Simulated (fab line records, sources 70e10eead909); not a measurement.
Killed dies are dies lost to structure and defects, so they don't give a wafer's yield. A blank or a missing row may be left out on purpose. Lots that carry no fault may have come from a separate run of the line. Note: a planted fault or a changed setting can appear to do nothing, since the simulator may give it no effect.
Comparing a struck lot with a sound one	flow nand harc	15 out of 1302 route steps
Sound: wafers L324.1, L324.5, L324.6. Wafers struck: L336.1, L336.3, L336.5. The cause is named last.
Each step with rows lists, per side, the tool, then ch with its chambers, then its first start. Under that, the readings that differ: sound wafers	struck wafers	difference of the means	sigmas: that difference in standard deviations of wafers without a fault.
alike: same words and numbers on both sides, and readings whose means sit less than 2 such deviations apart. not compared: any withheld reading, any reading some wafer has no value for, any bound like >300 that may hide the same value, and any number with overlapping values for which the record gives no deviation.
The two part at a step that has a row with sigmas, a row that says differs or no value, or rows on one side only. Numbers that have no deviation but don't overlap get no sigmas and don't part them. Lack of a reading on every wafer of one side parts them only where that side has two or more wafers.

first, 7 steps without rows for these wafers: NHARC_P_BONDPAD_COAT_36 (time 65 s); NHARC_P_BONDPAD_COAT_03 (resist thk 600 nm); NHARC_P_BONDPAD_SOFTBAKE_04 (time 70 s); NHARC_P_BONDPAD_EBR_05; NHARC_P_BONDPAD_EXPOSE_06 (exposes mask P BPAD); NHARC_P_BONDPAD_PEB_07 (peb time 80 s); NHARC_P_BONDPAD_DEVELOP_08 (time 50 s).
NHARC_P_BONDPAD_CD_MEAS_09 targets a cd of 500 nm.
  sound on cd sem-02 ch 0, day 7 04:15; struck on cd sem-02 ch 0, day 11 13:34
reading	sound	struck	difference	sigmas
cd nm (nm)	498.7 499.9 501.7	497.3 496.9 496.9	-3.1	-2
NHARC_P_BONDPAD_OVL_MEAS_38:
  struck on overlay-01, day 11 13:39; sound on overlay-02, day 7 04:20
  alike: overlay x nm, overlay y nm
then, 1 step without rows for these wafers: NHARC_P_BONDPAD_HARDBAKE_10 (time 65 s).
NHARC_P_BONDPAD_DESCUM_11: chemistry O2, time 3 s.
  sound on rie diel-10 ch 1,2, day 7 04:28; struck on rie diel-10 ch 0,1, day 11 13:47
  alike: drypump motor current A, oes product au, rf vpp V, showerhead plenum p Torr, throttle valve pct
  not compared: rf hours counter h
NHARC_P_BONDPAD_ETCH_37: etches the open film in N2/H2, target depth 60 nm, overetch 18 nm, time 65.91 s.
  sound on rie diel-10 ch 2,3, day 7 04:33; struck on rie diel-10 ch 0,2,3, day 11 13:53
  alike: bias w, chamber pressure mTorr, drypump motor current A, oes product au, rf fwd power W, rf vpp V, showerhead plenum p Torr, throttle valve pct
  not compared: rf hours counter h
NHARC_P_BONDPAD_ETCH_12: etches the open film in CHF3/O2, target depth 200 nm, time 100 s.
  sound on rie diel-10 ch 0,3, day 7 04:38; struck on rie diel-10 ch 0,1,2, day 11 13:58
  no value came back on the struck wafers for any of 8 readings (bias w (W), chamber pressure mTorr (mTorr) and others); on the sound wafers bias w (W) reads 200.5 200.4 200.9
  not compared: rf hours counter h
NHARC_P_BONDPAD_CD_MEAS_13:
  struck on cd sem-03, day 11 14:05; sound on cd sem-03, day 7 04:47
  alike: cd nm
-- the record jumps here: 18 days lie between the struck wafers' starts before and after (it left off in module P_BONDPAD and takes up again in module END, whose first step shown is number 1302 of the route) --
NHARC_END_SORT_01:
  at this point the record logs the struck wafers (prober-01 ch 0, day 29 18:26) and has no rows for the sound ones

== WHERE THEY PART ==
First at NHARC_P_BONDPAD_CD_MEAS_09; last, within this record, at NHARC_END_SORT_01.

WHY: what the simulator had put in
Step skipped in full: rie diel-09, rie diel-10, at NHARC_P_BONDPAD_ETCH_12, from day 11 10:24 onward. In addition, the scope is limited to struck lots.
